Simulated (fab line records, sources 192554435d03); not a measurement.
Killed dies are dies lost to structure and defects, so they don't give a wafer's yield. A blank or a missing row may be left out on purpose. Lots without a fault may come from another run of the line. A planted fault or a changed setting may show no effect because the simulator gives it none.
Chamber matching | flow n5_finfet | N5_BEOL_M2_ALD_84 on ald_metal-04: 4 sister chambers
The step deposits TaN, pulse time 2 s, purge time 3 s, co reactant purge time 2 s. 27 wafers are shown with their chamber, then 12 later ones without.

WAFERS WITH THEIR CHAMBER
wafer  | chamber | heater_power_w (W) | susceptor_temp_C (C)
L077.1 | 3       | 506                | 275.20
L077.4 | 2       | 468                | 275.00
L077.6 | 2       | 490                | 275.08
L078.1 | 0       | 420                | 274.96
L078.5 | 0       | 408                | 274.99
L078.6 | 1       | 449                | 275.09
L080.1 | 1       | 465                | 274.93
L080.3 | 0       | 403                | 274.74
L080.6 | 2       | 500                | 274.92
L081.1 | 3       | 503                | 275.05
L081.2 | 1       | 453                | 275.28
L081.5 | 3       | 504                | 274.83
L083.2 | 0       | 420                | 275.22
L083.4 | 3       | 502                | 275.15
L083.6 | 1       | 452                | 274.87
L084.2 | 2       | 484                | 275.16
L084.3 | 1       | 457                | 274.90
L084.4 | 0       | 399                | 274.88
L086.2 | 2       | 494                | 275.12
L086.3 | 1       | 440                | 275.10
L086.5 | 2       | 487                | 274.75
L085.1 | 1       | 450                | 275.35
L085.2 | 2       | 486                | 274.93
L085.5 | 3       | 494                | 275.22
L093.1 | 3       | 496                | 274.91
L093.4 | 0       | 408                | 274.81
L093.6 | 3       | 490                | 274.85

SIGNATURES (means of the wafers above)
reading          | chamber 0 | chamber 1 | chamber 2 | chamber 3 | scatter within a chamber
heater_power_w   | 409.67    | 452.29    | 487.00    | 499.29    | 8.18
susceptor_temp_C | 274.9333  | 275.0743  | 274.9943  | 275.0300  | 0.167
Rule: a wafer's distance from a chamber is the root of the sum, over the readings, of the square of ((its reading less the chamber's mean) divided by the reading's scatter). The wafer belongs to the nearest chamber; if the next one is less than 2 further off, it can't be placed. The scatter: the root of (the sum of the squares of (reading less its chamber's mean) over the shown wafers, divided by (wafers less chambers)).

WAFERS WITHOUT THEIR CHAMBER
wafer  | heater_power_w (W) | susceptor_temp_C (C)
L092.1 | 490                | 274.80
L092.3 | 510                | 275.14
L092.4 | 396                | 274.70
L094.2 | 480                | 275.40
L094.4 | 496                | 275.21
L094.5 | 446                | 275.15
L095.3 | 398                | 274.97
L095.5 | 484                | 275.01
L095.6 | 448                | 275.19
L096.1 | 451                | 274.78
L096.4 | 414                | 275.11
L096.5 | 453                | 274.77

WHICH CHAMBER EACH WENT THROUGH
wafer  | from the rows above          | in truth
L092.1 | can't be placed: 2 or 3      | 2
L092.3 | can't be placed: 3 or 2      | 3
L092.4 | 0                            | 0
L094.2 | can't be placed: 2 or 3 or 1 | 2
L094.4 | can't be placed: 3 or 2      | 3
L094.5 | 1                            | 1
L095.3 | 0                            | 0
L095.5 | can't be placed: 2 or 3      | 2
L095.6 | 1                            | 1
L096.1 | 1                            | 1
L096.4 | 0                            | 0
L096.5 | 1                            | 1
Placed correctly: 7 of 12. Can't be placed from these rows: 5 (the true chamber is among the candidates in 5). Placed wrongly: 0.
